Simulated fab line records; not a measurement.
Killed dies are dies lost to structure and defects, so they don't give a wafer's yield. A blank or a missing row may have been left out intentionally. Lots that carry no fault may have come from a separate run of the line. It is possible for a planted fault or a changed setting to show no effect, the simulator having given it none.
Matching of chambers | flow n5 finfet | N5_FIN_SAQP_HM_DEP_72 on pecvd-02: 3 sister chambers
The step deposits SiO2 from SiH4/N2O, target thk 12 nm, time 7.2 s. 6 wafers are shown with their chamber, then 8 later ones without.

WAFERS WITH THEIR CHAMBER
wafer  | chamber | showerhead plenum p Torr (Torr) | heater power w (W)
L087.4 | 2       | 8.52                            | 694
L087.6 | 0       | 8.25                            | 820
L088.2 | 1       | 8.22                            | 771
L088.3 | 0       | 8.23                            | 846
L088.5 | 1       | 8.23                            | 771
L089.1 | 2       | 8.53                            | 795

WAFERS WITHOUT THEIR CHAMBER
wafer  | showerhead plenum p Torr (Torr) | heater power w (W)
L089.2 | 8.23                            | 719
L089.4 | 8.23                            | 724
L090.3 | 8.21                            | 794
L090.4 | 8.51                            | 719
L090.6 | 8.22                            | 724
L092.2 | 8.52                            | 818
L092.4 | 8.23                            | 837
L092.6 | 8.23                            | 851

WHICH CHAMBER EACH WENT THROUGH
wafer  | from the rows above     | in truth
L089.2 | can't be placed: 1 or 0 | 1
L089.4 | can't be placed: 1 or 0 | 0
L090.3 | can't be placed: 1 or 0 | 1
L090.4 | 2                       | 2
L090.6 | 1                       | 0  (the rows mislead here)
L092.2 | 2                       | 2
L092.4 | can't be placed: 0 or 1 | 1
L092.6 | can't be placed: 0 or 1 | 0
Placed correctly: 2 of 8. From these rows, 5 cannot be placed; in 5 the true chamber is one of the candidates. 1 placed wrongly.
How it was worked out, from the rows above alone: a wafer's distance from a chamber is the root of the sum, over the readings, of the square of ((its reading less the chamber's mean) divided by the reading's scatter). The wafer belongs to the nearest chamber; if the next one is less than 2 further off, it can't be placed. A chamber's mean is the mean of its shown wafers. How the scatter is found: for the shown wafers, subtract from each reading the mean of its chamber, square and add these, divide the total by (wafers less chambers), then take the root.
